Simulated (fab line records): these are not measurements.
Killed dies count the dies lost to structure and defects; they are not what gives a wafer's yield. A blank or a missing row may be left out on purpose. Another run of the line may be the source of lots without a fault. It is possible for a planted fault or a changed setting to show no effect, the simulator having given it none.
Matching of chambers / flow n5Finfet / 3 sister chambers for N5_BEOL_M9_ETCH_76 on rieDiel-04
The step etches underlayer in N2/H2, target depth 6.5 nm, time 5.2 s. 14 wafers are shown with their chamber, then 7 later ones without.

## WAFERS, EACH WITH ITS CHAMBER
wafer=L079.3; chamber=2; showerheadPlenumPTorr (Torr)=2.52; throttleValvePct (%)=17.90; drypumpMotorCurrentA (A)=6.6
wafer=L079.4; chamber=1; showerheadPlenumPTorr (Torr)=2.54; throttleValvePct (%)=18.12; drypumpMotorCurrentA (A)=6.2
wafer=L079.6; chamber=1; showerheadPlenumPTorr (Torr)=2.54; throttleValvePct (%)=18.11; drypumpMotorCurrentA (A)=6.2
wafer=L082.1; chamber=2; showerheadPlenumPTorr (Torr)=2.52; throttleValvePct (%)=17.93; drypumpMotorCurrentA (A)=6.5
wafer=L082.2; chamber=1; showerheadPlenumPTorr (Torr)=2.54; throttleValvePct (%)=18.14; drypumpMotorCurrentA (A)=6.2
wafer=L082.3; chamber=0; showerheadPlenumPTorr (Torr)=2.68; throttleValvePct (%)=17.69; drypumpMotorCurrentA (A)=5.5
wafer=L082.4; chamber=2; showerheadPlenumPTorr (Torr)=2.52; throttleValvePct (%)=17.95; drypumpMotorCurrentA (A)=6.5
wafer=L082.5; chamber=0; showerheadPlenumPTorr (Torr)=2.68; throttleValvePct (%)=17.69; drypumpMotorCurrentA (A)=5.4
wafer=L082.6; chamber=1; showerheadPlenumPTorr (Torr)=2.54; throttleValvePct (%)=18.12; drypumpMotorCurrentA (A)=6.2
wafer=L083.1; chamber=2; showerheadPlenumPTorr (Torr)=2.52; throttleValvePct (%)=17.97; drypumpMotorCurrentA (A)=6.5
wafer=L083.3; chamber=0; showerheadPlenumPTorr (Torr)=2.68; throttleValvePct (%)=17.70; drypumpMotorCurrentA (A)=5.4
wafer=L083.6; chamber=1; showerheadPlenumPTorr (Torr)=2.53; throttleValvePct (%)=18.13; drypumpMotorCurrentA (A)=6.1
wafer=L086.1; chamber=0; showerheadPlenumPTorr (Torr)=2.68; throttleValvePct (%)=17.71; drypumpMotorCurrentA (A)=5.5
wafer=L086.2; chamber=1; showerheadPlenumPTorr (Torr)=2.53; throttleValvePct (%)=18.14; drypumpMotorCurrentA (A)=6.2

SIGNATURES (averages over the wafers above)
reading=showerheadPlenumPTorr; chamber 0=2.6800; chamber 1=2.5367; chamber 2=2.5200; scatter within a chamber=0.00348
reading=throttleValvePct; chamber 0=17.6975; chamber 1=18.1267; chamber 2=17.9375; scatter within a chamber=0.0183
reading=drypumpMotorCurrentA; chamber 0=5.450; chamber 1=6.183; chamber 2=6.525; scatter within a chamber=0.0485
Rule: a wafer's distance from a chamber is the root of the sum, over the readings, of the square of ((its reading less the chamber's mean) divided by the reading's scatter). The wafer belongs to the nearest chamber; if the next one is less than 2 further off, it can't be placed. The scatter: the root of (the sum of the squares of (reading less its chamber's mean) over the shown wafers, divided by (wafers less chambers)).

## WAFERS WITHOUT THEIR CHAMBER
wafer=L086.6; showerheadPlenumPTorr (Torr)=2.53; throttleValvePct (%)=18.14; drypumpMotorCurrentA (A)=6.2
wafer=L093.1; showerheadPlenumPTorr (Torr)=2.67; throttleValvePct (%)=17.73; drypumpMotorCurrentA (A)=5.5
wafer=L093.3; showerheadPlenumPTorr (Torr)=2.53; throttleValvePct (%)=18.16; drypumpMotorCurrentA (A)=6.2
wafer=L093.6; showerheadPlenumPTorr (Torr)=2.67; throttleValvePct (%)=17.74; drypumpMotorCurrentA (A)=5.5
wafer=L095.1; showerheadPlenumPTorr (Torr)=2.53; throttleValvePct (%)=18.18; drypumpMotorCurrentA (A)=6.2
wafer=L095.2; showerheadPlenumPTorr (Torr)=2.67; throttleValvePct (%)=17.75; drypumpMotorCurrentA (A)=5.4
wafer=L095.5; showerheadPlenumPTorr (Torr)=2.53; throttleValvePct (%)=18.16; drypumpMotorCurrentA (A)=6.2

## WHICH CHAMBER EACH ONE RAN IN
wafer=L086.6; from the rows above=1; in truth=1
wafer=L093.1; from the rows above=0; in truth=0
wafer=L093.3; from the rows above=1; in truth=1
wafer=L093.6; from the rows above=0; in truth=0
wafer=L095.1; from the rows above=1; in truth=1
wafer=L095.2; from the rows above=0; in truth=0
wafer=L095.5; from the rows above=1; in truth=1
Correct placement for 7 of the 7. From these rows, 0 cannot be placed. Number placed wrongly: 0.
